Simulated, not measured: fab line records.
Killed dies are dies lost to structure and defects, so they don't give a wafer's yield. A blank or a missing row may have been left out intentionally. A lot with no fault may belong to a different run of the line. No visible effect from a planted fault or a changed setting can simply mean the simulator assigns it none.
The same fault as seen by 2 desks    flow n5_finfet    each desk holds nothing but its own numbers, with what lay behind them at the end

== THE DEFECT DESK ==
Lot by lot, what the route's inspections counted, given as the mean of those sampled wafers with a number. The brackets show how far a lot's mean lies from the usual mean; more than 4 standard deviations puts the lot out of limits, marked OUT.
Columns: A = raw_defect_count at N5_BEOL_M10_INSPECT_30, usual 408
lot   first seen here  A
L244  day 10 02:03     376
L243  day 10 02:47     370
L245  day 10 10:25     428
L253  day 12 13:55     242
L256  day 13 15:19     423
L258  day 14 13:25     492
L264  day 15 19:20     365
L263  day 16 05:04     436
L266  day 16 08:13     274
L265  day 16 18:51     485
Finding of this desk: none of the 10 lots has anything out of limits.

== FOR THE TOOL OWNER'S DESK: rie_diel-02 ==
The tool's own readings at N5_BEOL_M10_STRIP_77 (strips in N2/H2, time 10 s): means of the sampled wafers that have a number, for each lot that ran on this tool. The brackets show how far a lot's mean lies from the usual mean; more than 4 standard deviations puts the lot out of limits, marked OUT.
Columns: A = chamber_pressure_mTorr at N5_BEOL_M10_STRIP_77, usual 20.001 mTorr; B = drypump_motor_current_A at N5_BEOL_M10_STRIP_77, usual 5.7 A; C = oes_product_au at N5_BEOL_M10_STRIP_77, usual 0.83 a.u.; D = rf_vpp_V at N5_BEOL_M10_STRIP_77, usual 59.2 V; E = showerhead_plenum_p_Torr at N5_BEOL_M10_STRIP_77, usual 2.55 Torr; F = throttle_valve_pct at N5_BEOL_M10_STRIP_77, usual 23.53 %
lot   first seen here  A                         B    C     D     E     F
L253  day 12 14:54     24.015 (+99 or more) OUT  5.6  0.80  59.7  2.60  23.47
L264  day 15 19:56     20.005                    5.7  0.79  59.0  2.59  23.45
L263  day 16 05:31     20.002                    5.7  0.79  59.5  2.58  23.47
This desk finds L253 out of limits, L253 being first, at day 12 14:54 (chamber_pressure_mTorr at N5_BEOL_M10_STRIP_77). L264, L263: within limits.

== TAKEN TOGETHER ==
The tool owner's desk had the chance to raise an alarm at day 12 14:54 on L253.
Nothing out of limits was seen by the defect desk.
The defect desk has L253 on record, within its limits.
The lots listed all ran N5_BEOL_M10_STRIP_77 on rie_diel-02.

== WHAT HAD BEEN PUT IN BY THE SIMULATOR ==
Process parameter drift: rie_diel-02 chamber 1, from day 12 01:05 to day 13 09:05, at N5_BEOL_M10_STRIP_77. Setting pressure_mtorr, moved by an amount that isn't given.
Lots struck among those shown: L253.
Each desk's first reading out of limits, in hours after the fault started: the tool owner's desk, 14.
